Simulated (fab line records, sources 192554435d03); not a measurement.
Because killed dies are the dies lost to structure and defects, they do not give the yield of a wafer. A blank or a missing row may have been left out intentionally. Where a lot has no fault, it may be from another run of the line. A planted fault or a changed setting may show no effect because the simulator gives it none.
Problem report in the 8D (eight disciplines) form, filled by code :: flow n5 finfet :: the parts of the form that need people (team, actions taken, sign-off) are left out

== 1. WHAT WENT WRONG ==
At N5_PMOS_HMC_CHANNEL_EPI_CD_MEAS_09, cd nm averages 220.5 nm over 6 wafers from 2 lots, while fault-free wafers read 237.6 nm, standard deviation 0.96. Relative to the usual mean, that is a shift of -18 standard deviations.
The step: target cd 237.4 nm.
Earliest sighting: wafer L555.2 on cd sem-03 at day 3 23:23. The record has a number at this step for 35 wafers belonging to 12 lots. Rule for "out", or "out of limits": more than 4 standard deviations from the usual mean. The other wafers with a number count as sound.

== 2. WHAT IT IS AND WHAT IT IS NOT ==
question: which readings at this step
is: cd nm
is not: -

question: which lots
is: L555, L561
is not: L546, L547, L548, L549, L550, L551, L558, L562, L565, L568

question: which wafers of those lots
is: all that have a number
is not: -

question: read on which gauges
is: cd sem-03
is not: cd sem-01

question: when
is: from day 3 23:23
is not: up to then (17 sound wafers); but 12 sound wafers of L558, L562, L565, L568 came after

== 3. SUSPECTS, AND WHAT RULES EACH OUT ==
Counting: a tool stays on the suspect list if, at a process step up to the reading, it processed all lots that are out and no sound lot following the first of them.
- the gauge at N5_PMOS_HMC_CHANNEL_EPI_CD_MEAS_09 has been ruled out. All the wafers that are out were read on cd sem-03, but those of them that N5_PMOS_HMC_CHANNEL_EPI_PEB_07 has rows for are out there too, on other tools.
- litho track-04 at N5_PMOS_HMC_CHANNEL_EPI_PEB_07 (peb time 60 s): kept. All lots that are out passed through it, beginning with L555 at day 3 23:19, and no sound lot followed; its final sound lot before that point was L549 at day 2 11:46. Its own readings are out on those wafers: heater power total W, plate temp C.
Left after counting: litho track-04 at N5_PMOS_HMC_CHANNEL_EPI_PEB_07.

== 4. THE CAUSE (what the simulator had put in) ==
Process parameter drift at N5_PMOS_HMC_CHANNEL_EPI_PEB_07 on litho track-04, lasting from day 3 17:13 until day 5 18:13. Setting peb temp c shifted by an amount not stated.
This tool alone remained once counting was done.

== 5. THE EFFECT CHAIN, in route order ==
One row per reading whose mean, taken over the struck wafers that have a number, lies over 3 standard deviations from the usual. Readings are gone through only where the record gives a usual standard deviation; hours: the median, over the lots, of the time from a lot's start at the first step in this table giving one to that lot's start at this step; sigmas: the change measured in usual standard deviations.
hours: 0
step: N5_PMOS_HMC_CHANNEL_EPI_PEB_07
reading: heater power total W
usual: 175.2 W
on struck wafers: 164.9
change: -10.3
sigmas: -6.1

hours: 0
step: N5_PMOS_HMC_CHANNEL_EPI_PEB_07
reading: plate temp C
usual: 109.99 C
on struck wafers: 105.11
change: -4.88
sigmas: -37

hours: 0
step: N5_PMOS_HMC_CHANNEL_EPI_CD_MEAS_09
reading: cd nm
usual: 237.6 nm
on struck wafers: 220.5
change: -17.1
sigmas: -18
The process steps in it:
- N5_PMOS_HMC_CHANNEL_EPI_PEB_07: peb time 60 s.

== 6. WHAT WOULD HAVE CAUGHT IT SOONER ==
6 hours passed between the start of the fault at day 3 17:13 and the first reading out of limits at a measuring or inspecting step in this record, taken at day 3 23:23.
Tool's own readings at N5_PMOS_HMC_CHANNEL_EPI_PEB_07, heater power total W, plate temp C: out on all struck wafers the step has rows for; an alarm limit on them would have tripped on the first.
Of the lots that are out (2), L561 began N5_PMOS_HMC_CHANNEL_EPI_PEB_07 on litho track-04 after day 3 23:23. A tool hold placed at that time would have kept it from harm.
